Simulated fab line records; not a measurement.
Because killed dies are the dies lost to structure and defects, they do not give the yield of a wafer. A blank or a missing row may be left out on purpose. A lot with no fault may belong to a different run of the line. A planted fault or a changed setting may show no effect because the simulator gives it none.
Chamber matching -- flow n5Finfet -- rieDiel-03 running N5_FIN_SAQP_STRIP_77: 4 sister chambers
The step strips in N2/H2, time 90 s. 8 wafers are shown with their chamber, then 10 later ones without.

== EACH WAFER AND ITS CHAMBER ==
wafer,chamber,drypumpMotorCurrentA (A),showerheadPlenumPTorr (Torr)
L079.4,1,5.2,3.42
L080.6,1,5.2,3.42
L088.5,2,5.3,3.40
L089.2,2,5.4,3.39
L089.3,0,5.7,3.54
L089.4,0,5.7,3.54
L091.3,3,6.3,3.22
L091.5,3,6.3,3.22

== WAFERS WHOSE CHAMBER IS MISSING ==
wafer,drypumpMotorCurrentA (A),showerheadPlenumPTorr (Torr)
L091.6,5.3,3.39
L094.1,5.7,3.54
L094.2,5.3,3.39
L094.5,6.3,3.22
L095.2,5.3,3.39
L095.3,5.2,3.42
L095.4,5.7,3.53
L097.2,5.3,3.38
L097.4,6.4,3.22
L097.5,5.7,3.53

== CHAMBER TAKEN BY EACH ==
wafer,from the rows above,in truth
L091.6,2,2
L094.1,0,0
L094.2,2,2
L094.5,3,3
L095.2,2,2
L095.3,1,1
L095.4,0,0
L097.2,2,2
L097.4,3,3
L097.5,0,0
Placed correctly: 10 of 10. Not placeable from these rows: 0. Number placed wrongly: 0.
How it was worked out, from the rows above alone: a wafer's distance from a chamber is the root of the sum, over the readings, of the square of ((its reading less the chamber's mean) divided by the reading's scatter). The wafer belongs to the nearest chamber; if the next one is less than 2 further off, it can't be placed. The mean given for a chamber averages the wafers shown for that chamber. The scatter: the root of (the sum of the squares of (reading less its chamber's mean) over the shown wafers, divided by (wafers less chambers)).
